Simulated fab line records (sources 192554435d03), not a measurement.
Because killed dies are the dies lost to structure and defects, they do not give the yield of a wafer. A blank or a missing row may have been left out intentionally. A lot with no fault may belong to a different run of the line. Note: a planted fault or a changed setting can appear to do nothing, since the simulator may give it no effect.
Matching of chambers :: flow n5_finfet :: rie_diel-04 running N5_BEOL_M13_TRENCH_ETCH_34: 4 sister chambers
The step etches SiOC in C4F8/O2/Ar, target depth 413.47 nm, time 162.6 s. 7 wafers are shown with their chamber, then 7 later ones without.

EACH WAFER AND ITS CHAMBER
wafer: L076.2
chamber: 3
showerhead_plenum_p_Torr (Torr): 3.58
throttle_valve_pct (%): 24.07

wafer: L078.5
chamber: 1
showerhead_plenum_p_Torr (Torr): 3.54
throttle_valve_pct (%): 24.36

wafer: L087.5
chamber: 1
showerhead_plenum_p_Torr (Torr): 3.53
throttle_valve_pct (%): 24.38

wafer: L091.2
chamber: 2
showerhead_plenum_p_Torr (Torr): 3.46
throttle_valve_pct (%): 24.13

wafer: L091.6
chamber: 0
showerhead_plenum_p_Torr (Torr): 3.33
throttle_valve_pct (%): 23.88

wafer: L094.1
chamber: 0
showerhead_plenum_p_Torr (Torr): 3.33
throttle_valve_pct (%): 23.88

wafer: L094.2
chamber: 2
showerhead_plenum_p_Torr (Torr): 3.45
throttle_valve_pct (%): 24.15

WAFERS WITHOUT THEIR CHAMBER
wafer: L094.4
showerhead_plenum_p_Torr (Torr): 3.52
throttle_valve_pct (%): 24.39

wafer: L097.4
showerhead_plenum_p_Torr (Torr): 3.56
throttle_valve_pct (%): 24.09

wafer: L097.5
showerhead_plenum_p_Torr (Torr): 3.45
throttle_valve_pct (%): 24.14

wafer: L097.6
showerhead_plenum_p_Torr (Torr): 3.33
throttle_valve_pct (%): 23.87

wafer: L095.2
showerhead_plenum_p_Torr (Torr): 3.45
throttle_valve_pct (%): 24.14

wafer: L095.4
showerhead_plenum_p_Torr (Torr): 3.56
throttle_valve_pct (%): 24.11

wafer: L095.6
showerhead_plenum_p_Torr (Torr): 3.45
throttle_valve_pct (%): 24.16

WHICH CHAMBER EACH WENT THROUGH
wafer: L094.4
from the rows above: 1
in truth: 1

wafer: L097.4
from the rows above: 3
in truth: 3

wafer: L097.5
from the rows above: 2
in truth: 2

wafer: L097.6
from the rows above: 0
in truth: 0

wafer: L095.2
from the rows above: 2
in truth: 2

wafer: L095.4
from the rows above: 3
in truth: 3

wafer: L095.6
from the rows above: 2
in truth: 2
Correct placement for 7 of the 7. From these rows, 0 cannot be placed. Wrongly placed: 0.
How it was worked out, from the rows above alone: a wafer's distance from a chamber is the root of the sum, over the readings, of the square of ((its reading less the chamber's mean) divided by the reading's scatter). The wafer belongs to the nearest chamber; if the next one is less than 2 further off, it can't be placed. A chamber's mean is the mean of its shown wafers. How the scatter is found: for the shown wafers, subtract from each reading the mean of its chamber, square and add these, divide the total by (wafers less chambers), then take the root.
